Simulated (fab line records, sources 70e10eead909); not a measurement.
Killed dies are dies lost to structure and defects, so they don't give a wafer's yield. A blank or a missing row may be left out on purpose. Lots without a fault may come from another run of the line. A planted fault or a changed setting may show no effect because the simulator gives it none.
One fault seen from 2 desks | flow nand_harc | each desk has only its own numbers; what lay behind them comes last

THE METROLOGY DESK
What the gauges read, lot by lot, whatever tool the lot ran on: means of the sampled wafers that have a number. A lot is out of limits, marked OUT, if its mean lies more than 4 standard deviations from the usual mean; the brackets give that distance.
Columns: A = thk_nm at NHARC_A_ONON_D1_THK_MEAS_11, usual 998 nm
lot  | first seen here | A
L415 | day 8 03:23     | 973
L413 | day 8 03:25     | 1004
L414 | day 8 03:44     | 994
L417 | day 8 17:26     | 988
L421 | day 9 21:57     | 1349 (+27) OUT
L423 | day 10 01:34    | 1345 (+27) OUT
L429 | day 11 12:14    | 978
L430 | day 12 08:00    | 993
L431 | day 12 08:10    | 1012
L433 | day 12 08:21    | 998
L434 | day 12 18:02    | 1021
L435 | day 13 02:25    | 991
L436 | day 13 20:18    | 987
This desk's finding: out of limits on L421, L423; first on L421, day 9 21:57 (thk_nm at NHARC_A_ONON_D1_THK_MEAS_11). In limits: L415, L413, L414, L417, L429, L430, L431, L433, L434, L435, L436.

THE DEFECT DESK
What the inspections along the route counted, lot by lot: means of the sampled wafers that have a number. A lot is out of limits, marked OUT, if its mean lies more than 4 standard deviations from the usual mean; the brackets give that distance.
Columns: A = raw_defect_count at NHARC_A_ZERO_WELL_INSPECT_17, usual 10
lot  | first seen here | A
L413 | day 7 00:43     | 7
L415 | day 7 04:00     | 5
L414 | day 7 04:49     | 8
L417 | day 7 18:16     | 10
L421 | day 8 23:27     | 6
L423 | day 9 02:55     | 7
L429 | day 10 13:43    | 7
L430 | day 11 02:28    | 6
L431 | day 11 10:38    | 8
L433 | day 11 13:45    | 14
L434 | day 11 19:13    | 9
L435 | day 12 01:28    | 11
L436 | day 12 18:47    | 9
This desk's finding: nothing out of limits on any of the 13 lots.

PUT TOGETHER
The metrology desk could have raised an alarm at day 9 21:57, on L421, L423.
The defect desk saw nothing out of limits.
The defect desk has L421, L423 on record, within its limits.
Of the lots named, all ran NHARC_A_ONON_D1_DEP_09 on pecvd_onon-02.

WHAT THE SIMULATOR HAD PUT IN
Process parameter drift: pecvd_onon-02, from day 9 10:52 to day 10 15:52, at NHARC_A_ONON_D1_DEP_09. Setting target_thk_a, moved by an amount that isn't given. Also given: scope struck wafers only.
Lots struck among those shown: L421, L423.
Hours from the fault's start to each desk's first reading out of limits: the metrology desk, 11.
